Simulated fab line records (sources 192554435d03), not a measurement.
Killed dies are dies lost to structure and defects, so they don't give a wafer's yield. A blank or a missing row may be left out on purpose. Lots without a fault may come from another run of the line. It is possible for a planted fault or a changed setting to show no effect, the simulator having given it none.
Lot-split experiment || flow n5-finfet || route with 1938 steps; 7 lots, 21 wafers read

## THE SPLIT
At N5_BEOL_M4_ETCH_70 (etches SOC in N2/H2, target depth 80 nm, overetch 24 nm, time 130 s), the setting bias-w was moved away from the recipe's 150 W on 7 of the 21 wafers read, by -15.7% to +7.1%. For the rest of the wafers, this setting stayed at what the recipe calls for.

The split's own step is where the reading is taken.

## THE READING
rf-vpp-V, in V, at N5_BEOL_M4_ETCH_70 (etches SOC in N2/H2, target depth 80 nm, overetch 24 nm, time 130 s). A value of 524.1 V with a standard deviation of 1.8 V is what fault-free wafers of this fab line usually give.

{"wafer": "L074.2", "tool, chamber at the split": "rie-diel-04, 3", "bias-w as run, W": 150, "against the recipe": "recipe", "rf-vpp-V, V": 525.7, "against lot-mates on the recipe": "-"}
{"wafer": "L074.3", "tool, chamber at the split": "rie-diel-04, 2", "bias-w as run, W": 150, "against the recipe": "recipe", "rf-vpp-V, V": 523.9, "against lot-mates on the recipe": "-"}
{"wafer": "L074.4", "tool, chamber at the split": "rie-diel-04, 1", "bias-w as run, W": 150, "against the recipe": "recipe", "rf-vpp-V, V": 525.1, "against lot-mates on the recipe": "-"}
{"wafer": "L076.1", "tool, chamber at the split": "rie-diel-01, 0", "bias-w as run, W": 134, "against the recipe": "-10.7%", "rf-vpp-V, V": 485.6, "against lot-mates on the recipe": "no lot-mate on the recipe"}
{"wafer": "L076.2", "tool, chamber at the split": "rie-diel-01, 3", "bias-w as run, W": 134, "against the recipe": "-10.7%", "rf-vpp-V, V": 488.9, "against lot-mates on the recipe": "no lot-mate on the recipe"}
{"wafer": "L076.5", "tool, chamber at the split": "rie-diel-01, 2", "bias-w as run, W": 134, "against the recipe": "-10.7%", "rf-vpp-V, V": 487.0, "against lot-mates on the recipe": "no lot-mate on the recipe"}
{"wafer": "L084.3", "tool, chamber at the split": "rie-diel-01, 0", "bias-w as run, W": 150, "against the recipe": "recipe", "rf-vpp-V, V": 518.6, "against lot-mates on the recipe": "-"}
{"wafer": "L084.5", "tool, chamber at the split": "rie-diel-01, 0", "bias-w as run, W": 150, "against the recipe": "recipe", "rf-vpp-V, V": 518.5, "against lot-mates on the recipe": "-"}
{"wafer": "L084.6", "tool, chamber at the split": "rie-diel-01, 1", "bias-w as run, W": 150, "against the recipe": "recipe", "rf-vpp-V, V": 526.6, "against lot-mates on the recipe": "-"}
{"wafer": "L085.1", "tool, chamber at the split": "rie-diel-04, 2", "bias-w as run, W": 150, "against the recipe": "recipe", "rf-vpp-V, V": 524.5, "against lot-mates on the recipe": "-"}
{"wafer": "L085.5", "tool, chamber at the split": "rie-diel-04, 1", "bias-w as run, W": 150, "against the recipe": "recipe", "rf-vpp-V, V": 523.6, "against lot-mates on the recipe": "-"}
{"wafer": "L085.6", "tool, chamber at the split": "rie-diel-04, 2", "bias-w as run, W": 150, "against the recipe": "recipe", "rf-vpp-V, V": 522.8, "against lot-mates on the recipe": "-"}
{"wafer": "L092.1", "tool, chamber at the split": "rie-diel-04, 2", "bias-w as run, W": 126.4, "against the recipe": "-15.7%", "rf-vpp-V, V": 469.4, "against lot-mates on the recipe": -54.5}
{"wafer": "L092.2", "tool, chamber at the split": "rie-diel-04, 1", "bias-w as run, W": 150, "against the recipe": "recipe", "rf-vpp-V, V": 523.9, "against lot-mates on the recipe": "-"}
{"wafer": "L092.3", "tool, chamber at the split": "rie-diel-04, 3", "bias-w as run, W": 126.4, "against the recipe": "-15.7%", "rf-vpp-V, V": 472.2, "against lot-mates on the recipe": -51.7}
{"wafer": "L093.2", "tool, chamber at the split": "rie-diel-02, 3", "bias-w as run, W": 150, "against the recipe": "recipe", "rf-vpp-V, V": 522.6, "against lot-mates on the recipe": "-"}
{"wafer": "L093.3", "tool, chamber at the split": "rie-diel-02, 0", "bias-w as run, W": 150, "against the recipe": "recipe", "rf-vpp-V, V": 525.8, "against lot-mates on the recipe": "-"}
{"wafer": "L093.4", "tool, chamber at the split": "rie-diel-02, 1", "bias-w as run, W": 150, "against the recipe": "recipe", "rf-vpp-V, V": 523.6, "against lot-mates on the recipe": "-"}
{"wafer": "L091.1", "tool, chamber at the split": "rie-diel-04, 2", "bias-w as run, W": 150, "against the recipe": "recipe", "rf-vpp-V, V": 523.9, "against lot-mates on the recipe": "-"}
{"wafer": "L091.5", "tool, chamber at the split": "rie-diel-04, 2", "bias-w as run, W": 160.7, "against the recipe": "+7.1%", "rf-vpp-V, V": 548.0, "against lot-mates on the recipe": "+24.1"}
{"wafer": "L091.6", "tool, chamber at the split": "rie-diel-04, 1", "bias-w as run, W": 160.7, "against the recipe": "+7.1%", "rf-vpp-V, V": 547.2, "against lot-mates on the recipe": "+23.3"}

THE FIT
A straight line over all 21 wafers: rf-vpp-V changes by +3.37 V for each +1% of bias-w; r = +1.00; the points scatter about the line by 2.1 V.
The same after taking each lot's own level away (the mean of its wafers on the recipe; 18 wafers): +3.36 V for each +1%; r = +1.00; scatter 1.9 V.
Per that fit: largest bias-w move, reading shift of 53 V.
Measured against the standard deviation above, the lots' own levels, which go from 521.23 to 524.90 V, span 2.0 times it.
Consequently the slope shifts little with the lot-to-lot level, the two slopes agreeing.
Check: with one of the wafers moved furthest among these (-15.7%) left out of the fit, the line predicts -51.8 V for it against its lot-mates. Against them it came out at -54.5 V.
Tool readings at the split's step, against how far the setting was moved: rf-vpp-V r = +1.00.

## THE OTHER SPLITS THESE WAFERS WENT THROUGH
Note: prior to the reading, these wafers also went through further splits. Each is held against what the fit with the lots' levels taken away leaves over:
{"other split on the same wafers": "N5_BEOL_M2_DESCUM_33 time-s", "wafers away from the commonest value": 7, "r with rf-vpp-V (lot level and that fit taken away)": "+0.15"}
{"other split on the same wafers": "N5_BEOL_M2_ETCH_69 bias-w", "wafers away from the commonest value": 6, "r with rf-vpp-V (lot level and that fit taken away)": -0.08}
{"other split on the same wafers": "N5_BEOL_M3_COAT_76 spin-rpm", "wafers away from the commonest value": 7, "r with rf-vpp-V (lot level and that fit taken away)": "+0.00"}
{"other split on the same wafers": "N5_BEOL_M3_EXPOSE_25 dose-mj", "wafers away from the commonest value": 6, "r with rf-vpp-V (lot level and that fit taken away)": -0.11}
{"other split on the same wafers": "N5_BEOL_M4_EXPOSE_25 dose-mj", "wafers away from the commonest value": 8, "r with rf-vpp-V (lot level and that fit taken away)": "+0.42"}

## THE WHOLE CHAIN: every reading that the file lists as answering this split, in the file's order
{"step": "N5_BEOL_M4_ETCH_70", "what it does": "etches SOC in N2/H2, target depth 80 nm, overetch 24 nm, time 130 s", "reading": "rf-vpp-V", "change (the file's fit)": "+3.37 V for each +1% of the setting", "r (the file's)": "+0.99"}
{"step": "N5_BEOL_M4_ETCH_70", "what it does": "etches SOC in N2/H2, target depth 80 nm, overetch 24 nm, time 130 s", "reading": "SiARC_of_BEOL_M4_COAT_68.thk-nm (the simulator's own value, which no gauge read)", "change (the file's fit)": "-0.0929 nm for each +1% of the setting", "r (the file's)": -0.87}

## THE FILE'S OWN FIT
rf-vpp-V changes by +3.37 V for each +1% of bias-w, r = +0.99.
